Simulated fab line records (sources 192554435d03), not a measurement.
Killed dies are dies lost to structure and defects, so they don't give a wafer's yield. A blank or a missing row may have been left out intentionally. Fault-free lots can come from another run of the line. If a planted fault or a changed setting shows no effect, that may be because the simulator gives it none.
Split-lot study -- flow n5-finfet -- 21 wafers read across 7 lots, on a route 1938 steps long

ABOUT THE SPLIT
At N5_BEOL_M1_ETCH_64 (etches SOC in N2/H2, target depth 75 nm, overetch 15 nm, time 112.5 s), the setting bias-w was moved away from the recipe's 150 W on 3 of the 21 wafers read, by +17.4% to +18.0%. For the rest of the wafers, this setting stayed at what the recipe calls for.

The split's own step is where the reading is taken.

THE READING
rf-vpp-V, in V, at N5_BEOL_M1_ETCH_64 (etches SOC in N2/H2, target depth 75 nm, overetch 15 nm, time 112.5 s). Typical for fault-free wafers on this fab line: 523.8 V, with standard deviation 1.9 V.

wafer,"tool, chamber at the split","bias-w as run, W",against the recipe,"rf-vpp-V, V",against lot-mates on the recipe
L074.2,"rie-diel-05, 3",150,recipe,522.2,-
L074.4,"rie-diel-05, 1",150,recipe,528.2,-
L074.5,"rie-diel-05, 1",150,recipe,528.6,-
L079.1,"rie-diel-05, 3",150,recipe,522.1,-
L079.2,"rie-diel-05, 1",150,recipe,527.5,-
L079.6,"rie-diel-05, 2",150,recipe,526.2,-
L086.2,"rie-diel-02, 3",150,recipe,524.9,-
L086.5,"rie-diel-02, 3",150,recipe,524.0,-
L086.6,"rie-diel-02, 2",150,recipe,524.1,-
L088.2,"rie-diel-02, 0",150,recipe,523.4,-
L088.4,"rie-diel-02, 3",150,recipe,524.4,-
L088.6,"rie-diel-02, 1",150,recipe,521.9,-
L087.1,"rie-diel-05, 1",150,recipe,527.0,-
L087.3,"rie-diel-05, 0",150,recipe,521.5,-
L087.4,"rie-diel-05, 3",150,recipe,522.2,-
L089.1,"rie-diel-03, 3",150,recipe,524.5,-
L089.3,"rie-diel-03, 0",150,recipe,522.1,-
L089.5,"rie-diel-03, 3",177,+18.0%,581.7,+58.4
L090.3,"rie-diel-05, 2",176.1,+17.4%,578.8,+52.3
L090.5,"rie-diel-05, 0",176.1,+17.4%,578.3,+51.8
L090.6,"rie-diel-05, 1",150,recipe,526.5,-

THE FIT
A straight line over all 21 wafers: rf-vpp-V changes by +3.13 V for each +1% of bias-w; r = +0.99; the points scatter about the line by 2.2 V.
The same after taking each lot's own level away (the mean of its wafers on the recipe; 21 wafers): +3.08 V for each +1%; r = +0.99; scatter 2 V.
On that fit, the largest move of bias-w shifts the reading by 55 V.
The span of the lots' own levels, 523.23 to 526.50 V, comes to 1.7 times the standard deviation stated above.
Consequently the slope shifts little with the lot-to-lot level, the two slopes agreeing.
Check: +53.8 V against its lot-mates is what the line predicts for one of the wafers moved furthest among these (+18.0%) when that wafer is left out of the fit. It came out at +58.4 V against them.
Tool readings at the split's step, against how far the setting was moved: rf-vpp-V r = +0.99.

THE OTHER SPLITS THESE WAFERS WENT THROUGH
Note: prior to the reading, these wafers also went through further splits. Each is held against what the fit with the lots' levels taken away leaves over:
other split on the same wafers,wafers away from the commonest value,r with rf-vpp-V (lot level and that fit taken away)
N5_HKMG_FIN_EXPOSE_46 dose-mj,4,-0.07
N5_GATE_CUT_COAT_27 spin-rpm,6,-0.01
N5_GATE_CUT_EXPOSE_10 dose-mj,8,+0.45
N5_MOL_CONTACT_COAG_COAT_75 spin-rpm,5,-0.21
N5_MOL_CONTACT_COAG_ALD_133 ald-cycles,8,+0.18
N5_BEOL_M1_COAT_62 spin-rpm,4,-0.07

THE FILE'S OWN FIT
rf-vpp-V changes by +3.12 V for each +1% of bias-w, r = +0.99.
